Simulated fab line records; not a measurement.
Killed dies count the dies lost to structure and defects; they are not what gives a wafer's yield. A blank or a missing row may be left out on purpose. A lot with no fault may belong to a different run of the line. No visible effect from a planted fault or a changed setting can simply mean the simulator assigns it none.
Matching of chambers / flow nandHarc / NHARC_A_ZERO_WELL_DESCUM_12 on rieDiel-01 has 4 sister chambers
The step chemistry O2, time 3 s. 4 wafers are shown with their chamber, then 7 later ones without.

## WAFERS WITH THEIR CHAMBER
wafer=L571.5; chamber=1; drypumpMotorCurrentA (A)=5.6
wafer=L580.1; chamber=3; drypumpMotorCurrentA (A)=6.8
wafer=L583.1; chamber=2; drypumpMotorCurrentA (A)=5.0
wafer=L583.3; chamber=0; drypumpMotorCurrentA (A)=5.1

## WAFERS WHOSE CHAMBER IS MISSING
wafer=L583.6; drypumpMotorCurrentA (A)=6.7
wafer=L588.1; drypumpMotorCurrentA (A)=5.1
wafer=L588.3; drypumpMotorCurrentA (A)=6.8
wafer=L588.6; drypumpMotorCurrentA (A)=4.9
wafer=L587.1; drypumpMotorCurrentA (A)=4.9
wafer=L587.2; drypumpMotorCurrentA (A)=5.5
wafer=L587.5; drypumpMotorCurrentA (A)=6.8

## WHICH CHAMBER EACH WENT THROUGH
wafer=L583.6; from the rows above=3; in truth=3
wafer=L588.1; from the rows above=can't be placed: 0 or 2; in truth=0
wafer=L588.3; from the rows above=3; in truth=3
wafer=L588.6; from the rows above=can't be placed: 2 or 0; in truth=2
wafer=L587.1; from the rows above=can't be placed: 2 or 0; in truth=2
wafer=L587.2; from the rows above=1; in truth=1
wafer=L587.5; from the rows above=3; in truth=3
Placed correctly: 4 of 7. From these rows, 3 cannot be placed; in 3 the true chamber is one of the candidates. Wrongly placed: 0.
How it was worked out, from the rows above alone: a wafer's distance from a chamber is the root of the sum, over the readings, of the square of ((its reading less the chamber's mean) divided by the reading's scatter). The wafer belongs to the nearest chamber; if the next one is less than 2 further off, it can't be placed. A chamber's mean is the mean of its shown wafers. The scatter (one wafer shown for each chamber): square how far every hidden wafer sits from the nearest shown wafer, average those squares and take the square root.
